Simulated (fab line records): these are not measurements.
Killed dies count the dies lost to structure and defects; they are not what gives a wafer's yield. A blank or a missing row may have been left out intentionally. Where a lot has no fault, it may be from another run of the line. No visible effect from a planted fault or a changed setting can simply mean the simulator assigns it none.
A struck lot beside a sound one	flow n5-finfet	15 out of 1938 route steps
Sound: wafers L521.4, L521.5, L521.6. Struck: wafer L517.5 (left out: L517.1, L517.2 of the same lot, which were not struck); the cause appears at the end.
For every step that has rows: the tool of each side, followed by ch and its chambers, followed by its first start. Under that, the readings that differ: sound wafers	struck wafers	difference of the means	sigmas: that difference in standard deviations of wafers without a fault.
alike: a reading whose means differ by less than 2 such deviations, as well as words and numbers matching on both sides. not compared: withheld readings; readings where some wafer has no value; bounds like >300 that might hide an equal value; numbers whose values overlap and for which the record gives no deviation.
A row with sigmas, a row that says differs or no value, or rows on one side alone: a step with any of these is where the two part. When numbers do not overlap yet have no deviation, they are printed without sigmas and do not part them. A reading missing from all wafers of one side parts the sides only when that side holds two or more wafers.

first, 3 steps without rows for these wafers: N5_BEOL_M9_EXPOSE_25 (exposes mask V8); N5_BEOL_M9_PEB_26 (peb time 60 s); N5_BEOL_M9_DEVELOP_27 (develop time 30 s).
N5_BEOL_M9_CD_MEAS_28: target cd 70 nm.
  sound on cd-sem-02 ch 0, day 15 13:35; struck on cd-sem-03 ch 0, day 14 14:07
  alike: cd-nm
N5_BEOL_M9_OVL_MEAS_29:
  sound on overlay-01 ch 0, day 15 13:37; struck on overlay-01 ch 0, day 14 14:08
reading	sound	struck	difference	sigmas
V8_OVL (nm)	-1.5 -0.7 -0.3	1.2	+2.0	+3
N5_BEOL_M9_INSPECT_30: inspects for defects (brightfield).
  sound on defect-inspect-01, day 15 13:40; struck on defect-inspect-02, day 14 14:12
  alike: raw-defect-count
N5_BEOL_M9_DESCUM_33: chemistry O2, time 7 s.
  sound on rie-diel-04 ch 0,1,3, day 15 13:44; struck on rie-diel-06 ch 1, day 14 14:18
  alike: drypump-motor-current-A, oes-product-au, rf-vpp-V, showerhead-plenum-p-Torr, throttle-valve-pct
  not compared: rf-hours-counter-h
N5_BEOL_M9_ETCH_76: etches underlayer in N2/H2, target depth 6.5 nm, time 5.2 s.
  sound on rie-diel-04 ch 0,1,3, day 15 13:47; struck on rie-diel-06 ch 1, day 14 14:20
  alike: bias-w, drypump-motor-current-A, etch-rf-on-time-s, oes-product-au, rf-vpp-V, showerhead-plenum-p-Torr, throttle-valve-pct
  not compared: rf-hours-counter-h
N5_BEOL_M9_ETCH_65: etches SiARC in CF4, target depth 15.6 nm, time 26 s.
  sound on rie-diel-04 ch 0,1,3, day 15 13:47; struck on rie-diel-06 ch 1, day 14 14:21
  alike: bias-w, drypump-motor-current-A, etch-rf-on-time-s, oes-product-au, rf-vpp-V, showerhead-plenum-p-Torr, throttle-valve-pct
  not compared: rf-hours-counter-h
N5_BEOL_M9_ETCH_66: etches SOC in N2/H2, target depth 80 nm, overetch 16 nm, time 120 s.
  sound on rie-diel-04 ch 0,1,3, day 15 13:49; struck on rie-diel-06 ch 1, day 14 14:23
reading	sound	struck	difference	sigmas
bias-w (W)	151.5 150.2 150.7	149.5	-1.3	-3
  alike: drypump-motor-current-A, oes-product-au, rf-vpp-V, showerhead-plenum-p-Torr, throttle-valve-pct
  not compared: rf-hours-counter-h
then, 2 steps without rows for these wafers: N5_BEOL_M9_STRIP_69 (strips in N2/H2); N5_BEOL_M9_STRIP_77 (strips in N2/H2).
N5_BEOL_M9_VIA_ETCH_34: etches SiCOH lowk in C4F6/O2, target depth 182.4 nm, time 68.4 s.
  sound on rie-diel-04 ch 0,1,3, day 15 13:55; struck on rie-diel-06 ch 1, day 14 14:29
reading	sound	struck	difference	sigmas
oes-product-au (a.u.)	0.75 0.85 1.01	1.19	+0.32	+4
model.etch.depth-nm (nm)	182.2 184.6 190.2	241.8	+56.1	
model.SOC_of_BEOL_M9_COAT_63.thk-nm (nm)	50.8 51 50.8	48	-3	
  alike: bias-w, drypump-motor-current-A, rf-vpp-V, showerhead-plenum-p-Torr, throttle-valve-pct
  not compared: rf-hours-counter-h
then, 1 step without rows for these wafers: N5_BEOL_M9_STRIP_73 (strips in C4F6/O2).
-- here the record skips 2 days between the struck wafers' starts before and after, leaving off in module BEOL_M9 and picking up in module PASSIVATION (first step shown: number 1936 of the route) --
N5_PASSIVATION_PROBE_49:
  the record has rows for the struck wafers here (prober-01, day 16 23:26) and none for the sound ones

WHERE THEY PART
At N5_BEOL_M9_OVL_MEAS_29 first; at N5_PASSIVATION_PROBE_49 last (within this record only).

WHY: whatever the simulator had introduced
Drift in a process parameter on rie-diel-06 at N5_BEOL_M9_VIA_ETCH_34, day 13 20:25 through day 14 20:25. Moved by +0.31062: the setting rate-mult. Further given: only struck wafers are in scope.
